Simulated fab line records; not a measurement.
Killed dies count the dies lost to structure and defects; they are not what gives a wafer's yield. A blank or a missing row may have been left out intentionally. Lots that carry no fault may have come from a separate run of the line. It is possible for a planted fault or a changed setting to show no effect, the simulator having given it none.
Chamber matching || flow nandHarc || NHARC_A_STAIRCASE_CMP_152 on cmp-01 has 4 sister chambers
The step polishes. 4 wafers are shown with their chamber, then 7 later ones without.

## EACH WAFER AND ITS CHAMBER
{"wafer": "L081.2", "chamber": 0, "motorCurrentA (A)": 10.4}
{"wafer": "L083.4", "chamber": 2, "motorCurrentA (A)": 11.2}
{"wafer": "L089.2", "chamber": 3, "motorCurrentA (A)": 10.7}
{"wafer": "L089.3", "chamber": 1, "motorCurrentA (A)": 10.1}

## WAFERS MISSING THEIR CHAMBER
{"wafer": "L089.4", "motorCurrentA (A)": 10.7}
{"wafer": "L090.1", "motorCurrentA (A)": 10.9}
{"wafer": "L090.2", "motorCurrentA (A)": 10.8}
{"wafer": "L090.3", "motorCurrentA (A)": 10.9}
{"wafer": "L093.1", "motorCurrentA (A)": 10.8}
{"wafer": "L093.2", "motorCurrentA (A)": 10.5}
{"wafer": "L093.4", "motorCurrentA (A)": 10.7}

## CHAMBER TAKEN BY EACH
{"wafer": "L089.4", "from the rows above": 3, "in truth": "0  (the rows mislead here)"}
{"wafer": "L090.1", "from the rows above": "can't be placed: 3 or 2", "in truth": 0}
{"wafer": "L090.2", "from the rows above": 3, "in truth": 3}
{"wafer": "L090.3", "from the rows above": "can't be placed: 3 or 2", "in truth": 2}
{"wafer": "L093.1", "from the rows above": 3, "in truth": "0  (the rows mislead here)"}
{"wafer": "L093.2", "from the rows above": "can't be placed: 0 or 3", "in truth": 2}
{"wafer": "L093.4", "from the rows above": 3, "in truth": 3}
Placed correctly: 2 of 7. These rows do not allow placing 3 (true chamber among the candidates in 1). 2 placed wrongly.
How it was worked out, from the rows above alone: a wafer's distance from a chamber is the root of the sum, over the readings, of the square of ((its reading less the chamber's mean) divided by the reading's scatter). If the next closest chamber is less than 2 further off than the closest, the wafer can't be placed; otherwise it belongs to the closest. Each chamber's mean is taken over the wafers shown for it. The scatter: root of mean squared gap, hidden wafer to nearest shown wafer, with one shown wafer a chamber.
